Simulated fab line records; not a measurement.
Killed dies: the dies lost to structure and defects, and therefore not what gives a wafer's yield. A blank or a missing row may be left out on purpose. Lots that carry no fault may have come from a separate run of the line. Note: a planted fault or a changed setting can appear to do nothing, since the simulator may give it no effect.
Which tool is to blame?    flow nand harc    route of 1302 steps, sampled at 1 step: 14 lots, 41 wafers

== WHAT THE GAUGES READ, wafer by wafer ==
NHARC_A_CHANNEL_HOLE_D2_CD_MEAS_31.
lot   measured      on         cd nm (nm)
L127  day 13 11:22  cd sem-02  88.1 88.9 89.5
L128  day 13 19:34  cd sem-03  91.9 90.3 90.4
L129  day 14 00:34  cd sem-03  88.3 89.2 87.5
L130  day 14 16:49  cd sem-02  91.0 88.9 90.4
L131  day 14 23:56  cd sem-01  91.1 91.1 92.4
L134  day 15 21:52  cd sem-01  92.1 88.6 91.6
L136  day 16 18:08  cd sem-03  89.8 91.3 88.9
L135  day 16 18:24  cd sem-02  90.1 90.6 90.7
L137  day 17 19:01  cd sem-03  90.7 92.0 91.0
L143  day 20 08:08  cd sem-03  91.4 90.5
L148  day 21 18:24  cd sem-03  90.0 90.0 90.6
L147  day 21 22:22  cd sem-01  91.5 91.1 89.5
L149  day 22 09:20  cd sem-01  90.9 89.7 89.4
L150  day 23 06:02  cd sem-03  90.8 90.2 90.4

== WHAT TOOL EACH LOT RAN ON (gives the tool, then ch and the chambers of the sampled wafers, and finally the start) ==
The record shows no process step preceding these readings.

== WHAT THE TOOLS THEMSELVES READ (means of the sampled wafers that have a number; where no wafer has one, the mark that the record gives instead) ==
The record holds no such reading with a usual standard deviation.

== THE ANSWER, worked out from the rows above alone ==
Rule: what is usual is taken from the lots themselves. Put in order of their means at a reading, lots are off if they are a third of the lots or fewer, leave a main group of 4 or more, and stand apart from it by a gap of 3 or more times the standard deviation of the main group's means; of several such gaps the widest counts. A main group is skipped when, at the precision printed for the reading in the tables above, its means are all equal. A lot without any number at a reading at which 4 lots or more have one is off too. The other lots that the step has rows for count as sound. First the gauges in route order, then the tools' own readings, where a lot's mean is used as printed above. At the first step where some lot is off, the reading lying furthest off is the one used; lots without a number count as furthest.
None of the lots is off at any reading shown; this tells nothing.

== WHAT WAS PUT IN BY THE SIMULATOR ==
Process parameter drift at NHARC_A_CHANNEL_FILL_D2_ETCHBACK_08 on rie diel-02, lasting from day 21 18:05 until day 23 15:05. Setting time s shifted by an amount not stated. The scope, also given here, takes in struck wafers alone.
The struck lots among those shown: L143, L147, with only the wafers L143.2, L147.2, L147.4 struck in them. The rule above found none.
